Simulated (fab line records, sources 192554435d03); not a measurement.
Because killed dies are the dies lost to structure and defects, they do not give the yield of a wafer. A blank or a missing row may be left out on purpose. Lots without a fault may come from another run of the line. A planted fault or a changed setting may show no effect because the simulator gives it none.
A lot that was struck, set against a sound lot    flow n5_finfet    14 out of 1938 route steps
Sound: the wafers L745.2, L745.4, L745.5. Wafers struck: L753.3, L753.4, L753.6. Last of all comes the cause.
Per side, at each step with rows, come the tool, then ch with its chambers, and then its first start. Under that, the readings that differ: sound wafers    struck wafers    difference of the means    sigmas: that difference in standard deviations of wafers without a fault.
alike: a reading whose means differ by less than 2 such deviations, as well as words and numbers matching on both sides. not compared: withheld readings; readings where some wafer has no value; bounds like >300 that might hide an equal value; numbers whose values overlap and for which the record gives no deviation.
Wherever a step has rows on one side only, a row that says differs or no value, or a row with sigmas, the two part there. When numbers do not overlap yet have no deviation, they are printed without sigmas and do not part them. A reading missing from all wafers of one side parts the sides only when that side holds two or more wafers.

first, 1 step without rows for these wafers: N5_BEOL_M9_STRIP_68 (strips in N2/H2).
N5_BEOL_M9_STRIP_67: strips in CF4.
  sound on rie_diel-05 ch 0,1,2, day 10 14:52; struck on rie_diel-01 ch 0,2,3, day 12 13:29
  alike: drypump_motor_current_A, oes_product_au, rf_vpp_V, showerhead_plenum_p_Torr, throttle_valve_pct
  not compared: rf_hours_counter_h
N5_BEOL_M9_HM_OPEN_17: chemistry Cl2/BCl3, target TiN, target depth 20 nm, overetch 6 nm.
  sound on rie_metal-03 ch 0,1, day 10 14:54; struck on rie_metal-03 ch 0,1, day 12 13:34
  alike: drypump_motor_current_A, oes_product_au, throttle_valve_pct
  not compared: rf_hours_counter_h
N5_BEOL_M9_STRIP_19: strips in O2.
  sound on rie_diel-01 ch 0,3, day 10 15:01; struck on rie_diel-01 ch 0,2, day 12 13:38
  alike: drypump_motor_current_A, o2_flow_sccm, oes_product_au, rf_vpp_V, showerhead_plenum_p_Torr, temp_c, throttle_valve_pct
  not compared: rf_hours_counter_h
N5_BEOL_M9_CD_MEAS_18: pitch 140 nm, target cd 70 nm.
  sound: cd_sem-03 at day 10 15:05; struck: cd_sem-02 at day 12 13:43
  alike: cd_nm
then, 7 steps without rows for these wafers: N5_BEOL_M9_COAT_63 (time 60 s, resist thk 60 nm); N5_BEOL_M9_COAT_64 (time 60 s, resist thk 12 nm); N5_BEOL_M9_COAT_75 (time 60 s, resist thk 5 nm); N5_BEOL_M9_COAT_22 (resist thk 30 nm); N5_BEOL_M9_EBR_24; N5_BEOL_M9_SOFTBAKE_23 (time 60 s); N5_BEOL_M9_EXPOSE_25 (exposes mask V8).
N5_BEOL_M9_PEB_26: peb time 60 s.
  sound on litho_track-04 ch 0, day 10 15:44; struck on litho_track-04, day 12 16:16
  no value came back on the struck wafers for chill_plate_temp_C (C), exhaust_pa (Pa); on the sound wafers chill_plate_temp_C (C) reads 22.85 22.85 22.88
then, 1 step without rows for these wafers: N5_BEOL_M9_DEVELOP_27 (develop time 30 s).

WHERE THEY PART
Only at N5_BEOL_M9_PEB_26, as far as this record shows.

WHY: whatever the simulator had introduced
Whole step skipped at N5_BEOL_M9_PEB_26 on litho_track-04, starting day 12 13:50. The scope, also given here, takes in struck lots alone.
